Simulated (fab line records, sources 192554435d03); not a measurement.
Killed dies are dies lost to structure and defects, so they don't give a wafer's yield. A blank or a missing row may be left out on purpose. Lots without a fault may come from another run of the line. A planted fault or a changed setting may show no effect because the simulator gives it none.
Chamber matching | flow n5_finfet | N5_BEOL_M3_ETCH_64 on rie_diel-06: 4 sister chambers
The step etches SOC in N2/H2, target depth 75 nm, overetch 15 nm, time 112.5 s. 4 wafers are shown with their chamber, then 9 later ones without.

WAFERS WITH THEIR CHAMBER
wafer  | chamber | showerhead_plenum_p_Torr (Torr)
L082.4 | 1       | 2.63
L084.6 | 3       | 2.39
L090.2 | 0       | 2.65
L090.5 | 2       | 2.57

WAFERS WITHOUT THEIR CHAMBER
wafer  | showerhead_plenum_p_Torr (Torr)
L093.1 | 2.38
L093.3 | 2.65
L093.4 | 2.56
L095.4 | 2.62
L095.5 | 2.65
L095.6 | 2.62
L097.1 | 2.62
L097.4 | 2.56
L097.5 | 2.70

WHICH CHAMBER EACH WENT THROUGH
wafer  | from the rows above     | in truth
L093.1 | 3                       | 3
L093.3 | can't be placed: 0 or 1 | 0
L093.4 | 2                       | 2
L095.4 | can't be placed: 1 or 0 | 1
L095.5 | can't be placed: 0 or 1 | 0
L095.6 | can't be placed: 1 or 0 | 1
L097.1 | can't be placed: 1 or 0 | 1
L097.4 | 2                       | 2
L097.5 | can't be placed: 0 or 1 | 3
Placed correctly: 3 of 9. Can't be placed from these rows: 6 (the true chamber is among the candidates in 5). Placed wrongly: 0.
How it was worked out, from the rows above alone: a wafer's distance from a chamber is the root of the sum, over the readings, of the square of ((its reading less the chamber's mean) divided by the reading's scatter). The wafer belongs to the nearest chamber; if the next one is less than 2 further off, it can't be placed. A chamber's mean is the mean of its shown wafers. The scatter: with one shown wafer a chamber, the root of the mean of the squares of how far each hidden wafer lies from its nearest shown one.
